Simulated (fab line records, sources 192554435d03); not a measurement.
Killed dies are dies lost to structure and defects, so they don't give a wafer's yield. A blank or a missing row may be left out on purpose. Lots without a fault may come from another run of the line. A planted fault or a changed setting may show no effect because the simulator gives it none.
Problem report in the 8D (eight disciplines) form, filled by code | flow n5_finfet | the parts of the form that need people (team, actions taken, sign-off) are left out

1. THE PROBLEM
oes_product_au at N5_FIN_SAQP_MANDREL_ETCH_22 reads a mean of 0.663 a.u. on 2 wafers of 2 lots; wafers without a fault read 0.766 a.u. with a standard deviation of 0.011. That is -9.3 standard deviations from the usual mean.
The step: etches a-Si in HBr/Cl2, stops on SiNx, target depth 60 nm, bt time 10 s, time 30 s.
First seen on wafer L428.4, day 5 22:49, on rie_si-01. The record holds 22 wafers of 8 lots with a number at this step. Rule for "out", or "out of limits": more than 4 standard deviations from the usual mean. The other wafers with a number count as sound.

2. WHAT IT IS AND WHAT IT IS NOT
question                    | is               | is not
which readings at this step | oes_product_au   | drypump_motor_current_A, throttle_valve_pct
which lots                  | L428, L430       | L413, L415, L416, L418, L420, L435
which wafers of those lots  | L428.4, L430.4   | L428.2, L430.2
read on which tools         | rie_si-01        | rie_si-03, rie_si-05
when                        | from day 5 22:49 | up to then (16 sound wafers); but 4 sound wafers of L430, L435 came after

3. SUSPECTS, AND WHAT RULES EACH OUT
Counting: a tool at a process step up to the reading stays a suspect if it ran every lot that is out. Sound lots after the first of them don't rule it out here, since some wafers of a struck lot are sound.
- rie_si-01 at N5_FIN_SAQP_MANDREL_ETCH_22 (etches a-Si in HBr/Cl2, stops on SiNx, target depth 60 nm, bt time 10 s, time 30 s): kept. It ran every lot that is out, first L428 (day 5 22:49); its last sound lot up to then is L420 (day 3 23:05). Its own readings are out on those wafers: oes_product_au.
Left after counting: rie_si-01 at N5_FIN_SAQP_MANDREL_ETCH_22.

4. THE CAUSE (what the simulator had put in)
Process parameter drift: rie_si-01, from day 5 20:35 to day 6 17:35, at N5_FIN_SAQP_MANDREL_ETCH_22. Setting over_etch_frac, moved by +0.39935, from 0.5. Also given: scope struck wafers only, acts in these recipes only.
Counting left only this tool.

5. THE CHAIN OF EFFECTS, in route order
Each row: a reading whose mean over the struck wafers that have a number lies more than 3 standard deviations from the usual. Only readings for which the record gives a usual standard deviation are gone through. hours: the time from each lot's start at the first step in this table that gives one to its start at this step, as a median over the lots. sigmas: the change in usual standard deviations.
hours | step                        | reading           | usual      | on struck wafers | change | sigmas
0     | N5_FIN_SAQP_MANDREL_ETCH_22 | oes_product_au    | 0.766 a.u. | 0.663            | -0.103 | -9.3
2     | N5_FIN_SAQP_ETCH_57         | etch_rf_on_time_s | 46.2 s     | 39.9             | -6.4   | -5.8
The process steps in it:
- N5_FIN_SAQP_MANDREL_ETCH_22: etches a-Si in HBr/Cl2, stops on SiNx, target depth 60 nm, bt time 10 s, time 30 s.
- N5_FIN_SAQP_ETCH_57: etches SiNx in CH3F/O2, target depth 32.5 nm, time 46.4 s.
Later measuring or inspecting steps at which every struck wafer that the step has a row for has a number for every such reading, and none has moved that far: N5_BEOL_M4_RC_MEAS_101.

6. WHAT WOULD HAVE CAUGHT IT SOONER
In this record the first reading out of limits was taken at day 5 22:49, 2 hours after the fault began at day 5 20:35.
